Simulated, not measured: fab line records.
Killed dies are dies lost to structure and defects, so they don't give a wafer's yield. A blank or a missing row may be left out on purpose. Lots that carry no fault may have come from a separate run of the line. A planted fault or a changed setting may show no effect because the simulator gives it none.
Chamber matching ; flow n5-finfet ; N5_BEOL_M15_DESCUM_15 on rie-diel-02: 4 sister chambers
The step chemistry O2, time 7.9 s. 8 wafers are shown with their chamber, then 11 later ones without.

## WAFERS WITH THEIR CHAMBER
wafer;chamber;throttle-valve-pct (%);drypump-motor-current-A (A)
L080.6;2;19.8;5.7
L081.2;1;20.2;5.9
L082.2;1;20.3;5.9
L082.6;0;20.7;6.0
L087.2;0;20.7;6.0
L087.4;2;19.8;5.8
L087.6;3;20.9;5.1
L089.2;3;20.9;5.1

## WAFERS MISSING THEIR CHAMBER
wafer;throttle-valve-pct (%);drypump-motor-current-A (A)
L089.4;20.7;5.9
L089.6;19.9;5.8
L093.3;20.3;5.9
L093.4;20.7;6.0
L093.5;20.9;5.0
L097.1;20.3;5.9
L097.4;20.9;5.1
L097.5;20.9;5.0
L096.1;20.9;5.0
L096.2;19.9;5.7
L096.3;20.3;5.9

## EACH ONE'S CHAMBER
wafer;from the rows above;in truth
L089.4;0;0
L089.6;2;2
L093.3;1;1
L093.4;0;0
L093.5;3;3
L097.1;1;1
L097.4;3;3
L097.5;3;3
L096.1;3;3
L096.2;2;2
L096.3;1;1
11 of 11 placed correctly. Not placeable from these rows: 0. Number placed wrongly: 0.
How it was worked out, from the rows above alone: a wafer's distance from a chamber is the root of the sum, over the readings, of the square of ((its reading less the chamber's mean) divided by the reading's scatter). If the next closest chamber is less than 2 further off than the closest, the wafer can't be placed; otherwise it belongs to the closest. Each chamber's mean is taken over the wafers shown for it. The scatter: take each reading less its chamber's mean, square it, sum over the shown wafers, divide by the number of wafers less the number of chambers, and take the root.
